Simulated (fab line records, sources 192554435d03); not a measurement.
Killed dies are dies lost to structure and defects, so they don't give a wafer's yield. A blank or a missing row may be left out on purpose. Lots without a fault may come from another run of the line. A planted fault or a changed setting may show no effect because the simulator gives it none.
Chamber matching | flow n5_finfet | N5_BEOL_M0_SAQP_DESCUM_45 on rie_diel-06: 4 sister chambers
The step chemistry O2, time 7 s. 4 wafers are shown with their chamber, then 7 later ones without.

WAFERS WITH THEIR CHAMBER
wafer  | chamber | showerhead_plenum_p_Torr (Torr)
L083.5 | 2       | 2.23
L087.4 | 1       | 2.06
L094.2 | 3       | 1.92
L094.4 | 0       | 2.11

WAFERS WITHOUT THEIR CHAMBER
wafer  | showerhead_plenum_p_Torr (Torr)
L094.6 | 1.92
L095.1 | 2.11
L095.3 | 2.22
L095.5 | 2.22
L096.2 | 2.22
L096.4 | 1.92
L096.6 | 2.22

WHICH CHAMBER EACH WENT THROUGH
wafer  | from the rows above | in truth
L094.6 | 3                   | 3
L095.1 | 0                   | 0
L095.3 | 2                   | 2
L095.5 | 2                   | 2
L096.2 | 2                   | 2
L096.4 | 3                   | 3
L096.6 | 2                   | 2
Placed correctly: 7 of 7. Can't be placed from these rows: 0. Placed wrongly: 0.
How it was worked out, from the rows above alone: a wafer's distance from a chamber is the root of the sum, over the readings, of the square of ((its reading less the chamber's mean) divided by the reading's scatter). The wafer belongs to the nearest chamber; if the next one is less than 2 further off, it can't be placed. A chamber's mean is the mean of its shown wafers. The scatter: with one shown wafer a chamber, the root of the mean of the squares of how far each hidden wafer lies from its nearest shown one.
